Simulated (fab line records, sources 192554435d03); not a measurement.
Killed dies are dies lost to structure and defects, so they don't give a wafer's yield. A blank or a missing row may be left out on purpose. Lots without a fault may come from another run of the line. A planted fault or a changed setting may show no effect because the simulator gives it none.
Which tool did it? | flow n5_finfet | 24 lots, 72 wafers sampled, at 2 steps of a route of 1938

WHAT THE GAUGES READ, wafer by wafer
N5_SDB_THK_MEAS_31. Usual: SDB_THK 64.3 nm, standard deviation 1.1.
lot  | measured    | on            | SDB_THK (nm)   | flag
L074 | day 4 00:31 | film_metro-02 | 63.0 65.3 65.4 |
L075 | day 4 05:20 | film_metro-01 | 63.9 63.3 64.6 |
L076 | day 4 11:26 | film_metro-01 | 63.0 64.2 65.5 |
L077 | day 4 18:47 | film_metro-01 | 65.3 64.4 64.6 |
L078 | day 5 00:20 | film_metro-01 | 65.0 65.2 62.3 |
L079 | day 5 07:54 | film_metro-01 | 65.2 66.4 63.7 |
L080 | day 5 13:28 | film_metro-01 | 64.0 63.2 62.4 |
L081 | day 5 22:03 | film_metro-02 | 63.9 65.4 64.8 |
L082 | day 6 03:11 | film_metro-01 | 64.3 64.6 65.7 |
L083 | day 6 11:40 | film_metro-02 | 63.8 64.8 62.6 |
L084 | day 6 20:18 | film_metro-02 | 64.1 65.1 64.9 |
L085 | day 7 00:23 | film_metro-01 | 65.4 64.4 64.6 |
L086 | day 7 03:17 | film_metro-01 | 63.5 65.3 64.1 |
L087 | day 7 07:49 | film_metro-01 | 65.4 64.2 64.4 |
L088 | day 7 11:52 | film_metro-01 | 65.4 65.2 65.2 |
L089 | day 7 18:47 | film_metro-01 | 63.0 65.0 64.1 |
L090 | day 7 20:26 | film_metro-01 | 63.3 63.6 63.8 |
L091 | day 8 06:01 | film_metro-01 | 66.1 65.2 65.1 |
L092 | day 8 15:04 | film_metro-02 | 63.5 64.2 63.7 |
L093 | day 8 15:47 | film_metro-01 | 62.8 63.0 62.9 |
L094 | day 8 22:46 | film_metro-01 | 63.5 65.3 62.3 |
L095 | day 9 03:05 | film_metro-02 | 62.0 63.5 62.9 |
L096 | day 9 07:09 | film_metro-01 | 63.1 63.7 65.6 |
L097 | day 9 15:48 | film_metro-01 | 64.8 63.8 65.8 |

N5_HKMG_FIN_CD_MEAS_49: target cd 202 nm. Usual: cd_nm 202.0 nm, standard deviation 0.63.
lot  | measured    | on        | cd_nm (nm)        | flag
L074 | day 4 02:23 | cd_sem-01 | 200.7 201.5 201.2 |
L075 | day 4 07:06 | cd_sem-03 | 202.2 201.6 201.0 |
L076 | day 4 13:12 | cd_sem-03 | 202.3 201.1 201.0 |
L077 | day 4 20:47 | cd_sem-03 | 202.5 202.2 203.0 |
L078 | day 5 01:50 | cd_sem-02 | 201.9 202.9 202.6 |
L079 | day 5 09:43 | cd_sem-03 | 201.3 203.0 202.2 |
L080 | day 5 14:56 | cd_sem-03 | 203.0 203.0 202.9 |
L081 | day 5 23:32 | cd_sem-02 | 201.9 202.4 201.8 |
L082 | day 6 04:59 | cd_sem-03 | 201.5 202.2 201.3 |
L083 | day 6 13:08 | cd_sem-01 | 201.8 202.1 201.6 |
L084 | day 6 22:11 | cd_sem-01 | 202.1 201.3 201.4 |
L085 | day 7 02:01 | cd_sem-01 | 201.9 202.8 202.9 |
L086 | day 7 05:14 | cd_sem-03 | 202.0 201.6 202.9 |
L087 | day 7 09:25 | cd_sem-02 | 201.0 203.3 201.0 |
L088 | day 7 13:36 | cd_sem-02 | 202.2 203.5 202.5 |
L089 | day 7 20:13 | cd_sem-01 | 203.2 202.6 201.6 |
L090 | day 7 21:53 | cd_sem-02 | 200.7 201.8 200.5 |
L091 | day 8 07:35 | cd_sem-03 | 201.2 201.6 202.4 |
L092 | day 8 16:42 | cd_sem-03 | 202.2 202.1 200.9 |
L093 | day 8 17:22 | cd_sem-03 | 202.6 202.8 202.4 |
L094 | day 9 00:22 | cd_sem-01 | 202.5 201.8 202.1 |
L095 | day 9 04:38 | cd_sem-01 | 201.7 201.0 201.7 |
L096 | day 9 08:43 | cd_sem-01 | 201.4 202.4 202.1 |
L097 | day 9 17:36 | cd_sem-03 | 203.0 201.6 201.7 |

WHICH TOOL RAN EACH LOT (tool, then ch and the chambers of the sampled wafers, then the start)
The record holds no process step before these readings.

WHAT THE TOOLS THEMSELVES READ (means of the sampled wafers that have a number; where no wafer has one, the mark that the record gives instead)
The record holds no such reading with a usual standard deviation.

THE ANSWER, worked out from the rows above alone
Rule: a lot is off if the mean of its wafers that have a number lies more than 3 standard deviations from the usual mean. A lot without any number at a reading at which 4 lots or more have one is off too. The other lots that the step has rows for count as sound. The gauges are gone through in route order, then the tools' own readings, and for those a lot's mean is taken as printed above. The first step at which some lot is off is used, and at that step the reading that is off furthest; a lot without a number counts as furthest.
No lot is off at any reading shown: from this, nothing can be told.

WHAT THE SIMULATOR HAD PUT IN
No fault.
